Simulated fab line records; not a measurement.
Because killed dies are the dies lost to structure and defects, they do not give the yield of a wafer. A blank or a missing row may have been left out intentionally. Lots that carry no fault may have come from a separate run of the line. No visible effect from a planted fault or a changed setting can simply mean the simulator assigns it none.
Which tool was responsible? -- flow n5-finfet -- Sampling: 10 lots, 30 wafers, 6 of 1938 route steps

== WHAT THE GAUGES SHOWED, per wafer ==
N5_BEOL_M5_RS_MEAS_57: measurement is done with a four-point probe.
lot,measured,on,M5_RS (ohm/sq)
L110,day 9 11:38,film-metro-01,0.370 0.376 0.381
L112,day 9 20:51,film-metro-02,0.412 0.370 0.373
L113,day 10 21:02,film-metro-01,0.410 0.408 0.405
L115,day 11 14:53,film-metro-01,0.394 0.375 0.380
L117,day 11 19:36,film-metro-01,0.390 0.412 0.394
L120,day 13 13:12,film-metro-02,0.375 0.417 0.398
L125,day 14 07:31,film-metro-02,0.386 0.365 0.371
L126,day 14 09:29,film-metro-02,0.385 0.417 0.406
L131,day 15 06:34,film-metro-01,0.374 0.394 0.376
L129,day 15 09:55,film-metro-02,0.372 0.388 0.377

N5_BEOL_M5_INSPECT_58: inspects for defects (darkfield).
lot,measured,on,raw-defect-count
L110,day 9 11:40,defect-inspect-02,76 94 78
L112,day 9 20:53,defect-inspect-02,60 26 35
L113,day 10 21:03,defect-inspect-01,107 66 100
L115,day 11 14:54,defect-inspect-02,51 61 50
L117,day 11 19:37,defect-inspect-02,80 75 101
L120,day 13 13:29,defect-inspect-01,41 45 53
L125,day 14 07:32,defect-inspect-01,728 780 794
L126,day 14 09:31,defect-inspect-01,773 789 734
L131,day 15 06:35,defect-inspect-02,35 32 55
L129,day 15 09:57,defect-inspect-02,87 54 70

N5_BEOL_M6_INSPECT_13: inspects for defects (brightfield).
lot,measured,on,raw-defect-count
L110,day 9 13:25,defect-inspect-02,369 511 444
L112,day 9 23:06,defect-inspect-02,307 264 272
L113,day 10 23:50,defect-inspect-02,360 257 437
L115,day 11 17:11,defect-inspect-01,259 301 337
L117,day 11 21:36,defect-inspect-02,358 306 488
L120,day 13 16:12,defect-inspect-01,352 313 320
L125,day 14 10:26,defect-inspect-01,1217 1319 1138
L126,day 14 11:17,defect-inspect-01,1177 1208 1107
L131,day 15 08:14,defect-inspect-01,444 358 423
L129,day 15 11:34,defect-inspect-01,472 456 356

== TOOL THAT RAN EACH LOT (tool first, then ch and the chambers of the sampled wafers, then the start) ==
lot,N5_BEOL_M5_SPUTTER_83,N5_BEOL_M5_ANNEAL_84,N5_BEOL_M5_PRE_CLEAN_77
L110,"pvd-sputter-03, day 9 08:19","pvd-sputter-03, day 9 08:24","cvd-co-01 ch 0,2, day 9 11:22"
L112,"pvd-sputter-02, day 9 17:34","pvd-sputter-02, day 9 17:38","cvd-co-02 ch 0,1,2, day 9 20:34"
L113,"pvd-sputter-03, day 10 17:47","pvd-sputter-03, day 10 17:52","cvd-co-01 ch 0,1,2, day 10 20:48"
L115,"pvd-sputter-02, day 11 09:02","pvd-sputter-02, day 11 09:07","cvd-co-01 ch 0,1,2, day 11 14:39"
L117,"pvd-sputter-03, day 11 16:22","pvd-sputter-03, day 11 16:27","cvd-co-01 ch 0,1, day 11 19:23"
L120,"pvd-sputter-03, day 13 09:53","pvd-sputter-03, day 13 09:58","cvd-co-01 ch 0,1, day 13 12:59"
L125,"pvd-sputter-01, day 14 03:32","pvd-sputter-01, day 14 03:37","cvd-co-01 ch 1,2, day 14 07:17"
L126,"pvd-sputter-02, day 14 05:57","pvd-sputter-02, day 14 06:02","cvd-co-01 ch 0,1,2, day 14 09:17"
L131,"pvd-sputter-01, day 15 03:10","pvd-sputter-01, day 15 03:15","cvd-co-02 ch 0,2, day 15 06:17"
L129,"pvd-sputter-03, day 15 06:35","pvd-sputter-03, day 15 06:40","cvd-co-02 ch 0,2, day 15 09:37"
- N5_BEOL_M5_SPUTTER_83: material Cu, target thk 15 nm, time 27.62 s.
- N5_BEOL_M5_ANNEAL_84: time 1800 s.
- N5_BEOL_M5_PRE_CLEAN_77: time 15 s.

== WHAT THE TOOLS THEMSELVES READ (means of the sampled wafers that have a number; where no wafer has one, the mark that the record gives instead) ==
N5_BEOL_M5_SPUTTER_83.
lot,tool,susceptor-temp-C (C),throttle-valve-pct (%)
L110,pvd-sputter-03,-20.00,29.7
L112,pvd-sputter-02,-19.95,29.9
L113,pvd-sputter-03,-20.04,30.2
L115,pvd-sputter-02,-19.98,29.5
L117,pvd-sputter-03,-20.01,29.4
L120,pvd-sputter-03,-20.09,30.5
L125,pvd-sputter-01,-19.87,29.8
L126,pvd-sputter-02,-20.07,29.9
L131,pvd-sputter-01,-20.08,30.4
L129,pvd-sputter-03,-19.96,29.9

N5_BEOL_M5_ANNEAL_84.
lot,tool,heater-power-w (W),susceptor-temp-C (C)
L110,pvd-sputter-03,936,400.12
L112,pvd-sputter-02,885,399.86
L113,pvd-sputter-03,827,399.83
L115,pvd-sputter-02,888,399.82
L117,pvd-sputter-03,869,400.07
L120,pvd-sputter-03,835,399.98
L125,pvd-sputter-01,788,399.84
L126,pvd-sputter-02,900,399.91
L131,pvd-sputter-01,759,400.08
L129,pvd-sputter-03,845,399.93

N5_BEOL_M5_PRE_CLEAN_77.
lot,tool,heater-power-w (W)
L110,cvd-co-01,101
L112,cvd-co-02,91
L113,cvd-co-01,91
L115,cvd-co-01,90
L117,cvd-co-01,90
L120,cvd-co-01,92
L125,cvd-co-01,92
L126,cvd-co-01,89
L131,cvd-co-02,90
L129,cvd-co-02,97

== THE ANSWER, worked out from the rows above alone ==
Rule: the usual values come from the lots themselves. The widest of any qualifying gaps counts: lots, ordered by their means at a reading, are off when they make up no more than a third of the lots, leave a main group of 4 or more, and stand apart from it by 3 or more times the standard deviation of that group's means. The tables above print the reading to a certain number of digits; a main group whose means all agree to those digits is not used. Also off: a lot with no number at a reading for which 4 or more lots have one. The other lots that the step has rows for count as sound. Order of review: gauges by route order, followed by the tools' own readings, for which a lot's mean as printed above is used. The first step at which some lot is off is used, and at that step the reading that is off furthest; a lot without a number counts as furthest.
Off at N5_BEOL_M5_INSPECT_58 (raw-defect-count): L125, L126. Mean 64 and standard deviation 20 in the main group.
A tool fits if, at a process step before that reading, it ran every lot that is off, and no sound lot after the first of them. Those tools and the gauges at N5_BEOL_M5_INSPECT_58 are tried in the same way. Undecided on this evidence; 2 tools fit (cvd-co-01 at N5_BEOL_M5_PRE_CLEAN_77, defect-inspect-01 at N5_BEOL_M5_INSPECT_58).

== WHAT THE SIMULATOR HAD PUT IN ==
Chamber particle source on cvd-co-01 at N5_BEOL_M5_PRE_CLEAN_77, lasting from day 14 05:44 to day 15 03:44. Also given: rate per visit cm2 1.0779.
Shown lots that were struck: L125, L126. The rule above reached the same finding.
